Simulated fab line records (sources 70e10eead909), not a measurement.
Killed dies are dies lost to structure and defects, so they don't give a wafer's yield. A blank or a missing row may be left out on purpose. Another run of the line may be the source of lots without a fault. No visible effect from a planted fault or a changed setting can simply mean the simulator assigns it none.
Matching of chambers	flow nand-harc	4 sister chambers for NHARC_P_BONDPAD_ACTIVATE_29 on rie-diel-02
The step chemistry N2, time 60 s. 7 wafers are shown with their chamber, then 8 later ones without.

WAFERS, EACH WITH ITS CHAMBER
wafer	chamber	showerhead-plenum-p-Torr (Torr)	drypump-motor-current-A (A)
L399.2	3	1.65	6.2
L407.1	1	1.82	6.7
L407.3	2	1.73	4.9
L408.1	0	1.68	5.2
L408.5	3	1.64	6.2
L408.6	0	1.68	5.2
L411.1	1	1.82	6.6

WAFERS WHOSE CHAMBER IS MISSING
wafer	showerhead-plenum-p-Torr (Torr)	drypump-motor-current-A (A)
L411.2	1.64	6.2
L411.3	1.68	5.2
L412.1	1.82	6.6
L412.2	1.68	5.2
L412.5	1.73	5.0
L417.2	1.73	4.9
L417.3	1.64	6.2
L417.6	1.68	5.2

EACH ONE'S CHAMBER
wafer	from the rows above	in truth
L411.2	3	3
L411.3	0	0
L412.1	1	1
L412.2	0	0
L412.5	2	2
L417.2	2	2
L417.3	3	3
L417.6	0	0
8 of 8 placed correctly. Not placeable from these rows: 0. 0 placed wrongly.
How it was worked out, from the rows above alone: a wafer's distance from a chamber is the root of the sum, over the readings, of the square of ((its reading less the chamber's mean) divided by the reading's scatter). If the next closest chamber is less than 2 further off than the closest, the wafer can't be placed; otherwise it belongs to the closest. A chamber's mean is the mean of its shown wafers. How the scatter is found: for the shown wafers, subtract from each reading the mean of its chamber, square and add these, divide the total by (wafers less chambers), then take the root.
